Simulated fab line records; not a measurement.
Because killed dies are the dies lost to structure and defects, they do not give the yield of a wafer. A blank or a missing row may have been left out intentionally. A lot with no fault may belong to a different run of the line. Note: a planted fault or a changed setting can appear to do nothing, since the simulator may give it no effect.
A lot that was struck, set against a sound lot | flow n5 finfet | 17 out of 1938 route steps
Sound: wafers L556.1, L556.2, L556.4. Struck: wafers L558.1, L558.6. (L558.3 of the same lot was not struck and is left out.) The cause comes at the end.
For every step that has rows: the tool of each side, followed by ch and its chambers, followed by its first start. Under that, the readings that differ: sound wafers | struck wafers | difference of the means | sigmas: that difference in standard deviations of wafers without a fault.
alike: readings whose means differ by less than 2 such deviations, and words and numbers that are the same on both sides. not compared: withheld readings, readings that some wafer has no value for, bounds like >300 that may hide the same value, and numbers for which the record gives no deviation and whose values overlap.
Wherever a step has rows on one side only, a row that says differs or no value, or a row with sigmas, the two part there. Non-overlapping numbers with no deviation appear without sigmas and do not part them. A reading that every wafer of one side lacks parts them only if that side has two wafers or more.

N5_GATE_CUT_STRIP_42: strips in O2.
  sound on rie diel-05 ch 0,1,2, day 5 05:10; struck on rie diel-05 ch 0, day 6 03:11
  alike: drypump motor current A, o2 flow sccm, oes product au, rf vpp V, showerhead plenum p Torr, throttle valve pct
  not compared: rf hours counter h
then, 4 steps without rows for these wafers: N5_GATE_CUT_ETCH_19 (etches SiNx in CH3F/O2, target depth 53.7 nm, time 76.7 s); N5_GATE_CUT_CUT_ETCH_53 (etches W in SF6/Cl2, target depth 79.2 nm); N5_GATE_CUT_CUT_ETCH_54 (etches TiN in Cl2/BCl3, target depth 96.7 nm); N5_GATE_CUT_CUT_ETCH_55 (etches HfO2 in BCl3, target depth 3.2 nm).
N5_GATE_CUT_ETCH_47: etches SiO2 in Cl2/BCl3, target depth 10 nm.
  sound on rie metal-02 ch 0,1, day 5 05:28; struck on rie metal-03 ch 1, day 6 03:29
  alike: bcl3 flow sccm, drypump motor current A, oes product au, throttle valve pct
  not compared: rf hours counter h
N5_GATE_CUT_VAPOR_ETCH_48: etches TiN in BCl3/Cl2.
  sound on rie metal-02 ch 0,1, day 5 05:29; struck on rie metal-03 ch 1, day 6 03:31
  alike: drypump motor current A, oes product au
N5_GATE_CUT_VAPOR_ETCH_49: etches TiAlC in BCl3/Cl2.
  sound on rie metal-02 ch 0,1, day 5 05:31; struck on rie metal-03 ch 1, day 6 03:32
  alike: drypump motor current A, oes product au
then, 1 step without rows for these wafers: N5_GATE_CUT_VAPOR_ETCH_51 (etches HfO2 in BCl3/Cl2).
N5_GATE_CUT_STRIP_21: strips in N2/H2, time 30 s.
  sound on plasma asher-01 ch 0,1, day 5 05:36; struck on plasma asher-02 ch 1, day 6 03:37
  reading            | sound       | struck  | difference | sigmas
  heater power w (W) | 396 362 361 | 279 299 | -84        | -2
  alike: drypump motor current A
  not compared: rf hours counter h
then, 2 steps without rows for these wafers: N5_GATE_CUT_STRIP_29 (strips in post etch residue remover, time 60 s); N5_GATE_CUT_SRD_52 (time 30 s).
N5_GATE_CUT_ALD_22: deposits SiNx, target thk 16 nm, pulse time 1 s, ald cycles 320.
  sound on ald sin-03 ch 0,1,2, day 5 05:45; struck on ald sin-03 ch 0,2, day 6 03:47
  reading                                   | sound       | struck  | difference | sigmas
  ald cycles                                | 320 320 320 | 498 498 | +178       |
  model.SiNx_of_GATE_CUT_ALD_22.thk nm (nm) | 16 16 16.2  | 24.8 25 | +8.8       |
  alike: heater power w, precursor pulse height rel
N5_GATE_CUT_CMP_23: polishes, stops on SiO2, t overpolish 23.4 s, target thk 16 nm.
  sound on cmp-01 ch 1,2,3, day 5 07:14; struck on cmp-02 ch 1,3, day 6 05:29
  reading                                   | sound          | struck    | difference | sigmas
  time to endpoint s (s)                    | 18.5 21.4 19.6 | 32.3 25.9 | +9.3       | +3
  model.SiNx_of_GATE_CUT_ALD_22.thk nm (nm) | 16 16 16.2     | 15.8 14.4 | -1.0       |
  alike: motor current A, retaining ring pressure frac
N5_GATE_CUT_THK_MEAS_24:
  struck on film metro-01, day 6 05:47; sound on film metro-01, day 5 07:32
  alike: GC_FILL_THK
-- a jump in the record: the struck wafers' starts before and after are 4 days apart (it breaks off in module GATE_CUT and resumes in module BEOL_M4, where the first step shown is number 1111 of the route) --
N5_BEOL_M4_RC_MEAS_101:
  sound on prober-01 ch 0, day 8 20:47; struck on prober-02 ch 0, day 10 00:46
  alike: DIBL_N, DIBL_P, IOFF_N, IOFF_P, ION_N, ION_P, SS_N, SS_P, VT_N, VT_P
then, 1 step without rows for these wafers: N5_PASSIVATION_PROBE_49.

== WHERE THEY PART ==
Last at N5_GATE_CUT_CMP_23 as far as this record goes, first at N5_GATE_CUT_STRIP_21. Later steps at which nothing parts them and some readings are alike: N5_GATE_CUT_THK_MEAS_24, N5_BEOL_M4_RC_MEAS_101.

WHY: whatever the simulator had introduced
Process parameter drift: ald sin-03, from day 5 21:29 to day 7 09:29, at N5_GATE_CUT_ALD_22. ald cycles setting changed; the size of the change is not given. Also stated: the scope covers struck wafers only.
